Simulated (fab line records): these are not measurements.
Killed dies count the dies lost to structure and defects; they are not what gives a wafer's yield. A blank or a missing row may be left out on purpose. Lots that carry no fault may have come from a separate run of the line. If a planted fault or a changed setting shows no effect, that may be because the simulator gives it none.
Struck lot and sound lot, side by side ; flow n5_finfet ; 14 steps out of a route of 1938
Sound: wafers L205.2, L205.5, L205.6. Struck: wafer L212.2 (left out: L212.1, L212.3 of the same lot, which were not struck); the cause appears at the end.
Per side, at each step with rows, come the tool, then ch with its chambers, and then its first start. Under that, the readings that differ: sound wafers ; struck wafers ; difference of the means ; sigmas: that difference in standard deviations of wafers without a fault.
alike: readings whose means differ by less than 2 such deviations, and words and numbers that are the same on both sides. not compared: withheld readings, readings that some wafer has no value for, bounds like >300 that may hide the same value, and numbers for which the record gives no deviation and whose values overlap.
A row with sigmas, a row that says differs or no value, or rows on one side alone: a step with any of these is where the two part. Numbers that have no deviation but don't overlap get no sigmas and don't part them. A reading missing from all wafers of one side parts the sides only when that side holds two or more wafers.

first, 2 steps without rows for these wafers: N5_BEOL_M15_STRIP_62 (strips in O2); N5_BEOL_M15_STRIP_37 (strips in O2).
N5_BEOL_M15_ETCH_38: etches SiCN in CF4/N2, target depth 106.4 nm, time 120.5 s.
  sound: rie_diel-03 ch 0,1,3; struck: rie_diel-03 ch 3
  alike: drypump_motor_current_A, oes_product_au, rf_fwd_power_W, rf_vpp_V, showerhead_plenum_p_Torr, throttle_valve_pct
  not compared: rf_hours_counter_h
then, 4 steps without rows for these wafers: N5_BEOL_M15_PRECLEAN_39 (cleans in residue remover, time 60 s); N5_BEOL_M15_SRD_40 (time 30 s, dry time 30 s); N5_BEOL_M15_DEGAS_41 (time 60 s); N5_BEOL_M15_PRE_CLEAN_42 (time 30 s).
N5_BEOL_M15_SPUTTER_43: material TaN, target thk 15 nm, time 24.19 s.
  sound: pvd_sputter-02 at day 13 19:14; struck: pvd_sputter-01 at day 15 14:51
reading;sound;struck;difference;sigmas
throttle_valve_pct (%);29.1 29.0 29.3;31.6;+2.5;+2
N5_BEOL_M15_SPUTTER_44: material Ta, target thk 15 nm, time 24.19 s.
  sound: pvd_sputter-02 at day 13 19:19; struck: pvd_sputter-01 at day 15 14:56
reading;sound;struck;difference;sigmas
throttle_valve_pct (%);28.9 28.6 29.1;31.6;+2.7;+3
N5_BEOL_M15_SPUTTER_45: material Cu, target thk 100 nm, time 16.67 s.
  sound: pvd_sputter-02 at day 13 19:23; struck: pvd_sputter-01 at day 15 15:01
reading;sound;struck;difference;sigmas
throttle_valve_pct (%);29.1 28.9 28.8;31.5;+2.6;+3
  alike: chuck_gas_flow_sccm
then, 1 step without rows for these wafers: N5_BEOL_M15_ECD_47 (material Cu, target thk 1860 nm).
N5_BEOL_M15_ANNEAL_48: time 90 s.
  sound on rtp_anneal-02 ch 0, day 13 19:48; struck on rtp_anneal-02 ch 0, day 15 15:32
  alike: anneal_temp_c, wafer_temp_C_max
N5_BEOL_M15_CMP_49: polishes, stops on SiO2, t overpolish 4.9 s, target thk 850 nm.
  sound on cmp-03 ch 1,2,3, day 13 20:11; struck on cmp-03 ch 0, day 15 15:53
reading;sound;struck;difference;sigmas
barrier_field_endpoint_s (s);11.27 11.30 11.41;9.66;-1.67;-7
head_pressure_psi (psi);1.993 1.999 1.998;2.410;+0.413;+96
  alike: motor_current_A, overpolish_run_s, retaining_ring_pressure_frac
  not compared: pad_life_wafers
N5_PASSIVATION_PROBE_49:
  the record has rows for the struck wafers here (prober-02, day 16 07:25) and none for the sound ones

## WHERE THEY PART
First at N5_BEOL_M15_SPUTTER_43; last, within this record, at N5_PASSIVATION_PROBE_49.

WHY: the cause the simulator had injected
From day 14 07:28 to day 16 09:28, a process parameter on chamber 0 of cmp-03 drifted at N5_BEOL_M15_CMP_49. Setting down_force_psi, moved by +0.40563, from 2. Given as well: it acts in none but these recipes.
